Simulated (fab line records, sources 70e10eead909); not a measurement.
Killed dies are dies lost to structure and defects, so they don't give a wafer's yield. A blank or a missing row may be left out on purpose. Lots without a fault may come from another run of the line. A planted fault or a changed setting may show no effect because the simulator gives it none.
A struck lot beside a sound one | flow nand_harc | 15 steps out of a route of 1159
Sound: wafers L200.1, L200.2, L200.6. Struck: wafer L217.5. The cause comes at the end.
At each step with rows: each side's tool, then ch and its chambers, then its first start. Under that, the readings that differ: sound wafers | struck wafers | difference of the means | sigmas: that difference in standard deviations of wafers without a fault.
alike: readings whose means differ by less than 2 such deviations, and words and numbers that are the same on both sides. not compared: withheld readings, readings that some wafer has no value for, bounds like >300 that may hide the same value, and numbers for which the record gives no deviation and whose values overlap.
The two part at a step that has a row with sigmas, a row that says differs or no value, or rows on one side only. Numbers that don't overlap but have no deviation are shown without sigmas and don't part them. A reading that every wafer of one side lacks parts them only if that side has two wafers or more.

first, 1 step without rows for these wafers: NHARC_A_ONON_D1_DEP_12 (target thk 1000 nm).
NHARC_A_ONON_D1_THK_MEAS_14: measures by ellipsometry.
  sound on film_metro-01, day 7 16:31; struck on film_metro-02, day 12 02:26
  reading     | sound       | struck | difference | sigmas
  thk_nm (nm) | 974 973 975 | 1002   | +28        | +3
then, 2 steps without rows for these wafers: NHARC_A_ONON_D1_ANNEAL_15 (time 3600 s); NHARC_A_ONON_D1_DEP_16 (target thk 1000 nm).
NHARC_A_ONON_D1_THK_MEAS_18: measures by ellipsometry.
  sound on film_metro-01, day 8 00:32; struck on film_metro-02, day 12 10:22
  alike: thk_nm
then, 1 step without rows for these wafers: NHARC_A_ONON_D1_DEP_19 (target thk 1000 nm).
NHARC_A_ONON_D1_THK_MEAS_21: measures by ellipsometry.
  sound on film_metro-01, day 8 01:06; struck on film_metro-01, day 12 11:12
  alike: thk_nm
then, 1 step without rows for these wafers: NHARC_A_ONON_D1_DEP_22 (target thk 1000 nm).
NHARC_A_ONON_D1_THK_MEAS_24: measures by ellipsometry.
  sound on film_metro-02, day 8 01:40; struck on film_metro-02, day 12 11:46
  alike: thk_nm
then, 1 step without rows for these wafers: NHARC_A_ONON_D1_DEP_25 (target thk 1000 nm).
NHARC_A_ONON_D1_THK_MEAS_27: measures by ellipsometry.
  sound on film_metro-01, day 8 02:14; struck on film_metro-02, day 12 12:20
  alike: thk_nm
NHARC_A_ONON_D1_DEP_28: target thk 1000 nm.
  sound on pecvd_onon-04 ch 0, day 8 02:17; struck on pecvd_onon-02 ch 0, day 12 12:37
  alike: sih4_flow_sccm, susceptor_temp_C
NHARC_A_ONON_D1_THK_MEAS_30: measures by ellipsometry.
  sound on film_metro-02, day 8 02:47; struck on film_metro-01, day 12 12:54
  reading     | sound       | struck | difference | sigmas
  thk_nm (nm) | 992 994 992 | 1411   | +418       | +54
NHARC_A_ONON_D1_DEP_33: deposits SiO2, target thk 200 nm.
  sound on pecvd-03 ch 1,2, day 8 02:53; struck on pecvd-01 ch 2, day 12 13:05
  alike: heater_power_w, susceptor_temp_C, throttle_valve_pct
then, 1 step without rows for these wafers: NHARC_END_SORT_01.

WHERE THEY PART
First at NHARC_A_ONON_D1_THK_MEAS_14; last, within this record, at NHARC_A_ONON_D1_THK_MEAS_30. Later steps at which nothing parts them and some readings are alike: NHARC_A_ONON_D1_DEP_33.

WHY: what the simulator had put in
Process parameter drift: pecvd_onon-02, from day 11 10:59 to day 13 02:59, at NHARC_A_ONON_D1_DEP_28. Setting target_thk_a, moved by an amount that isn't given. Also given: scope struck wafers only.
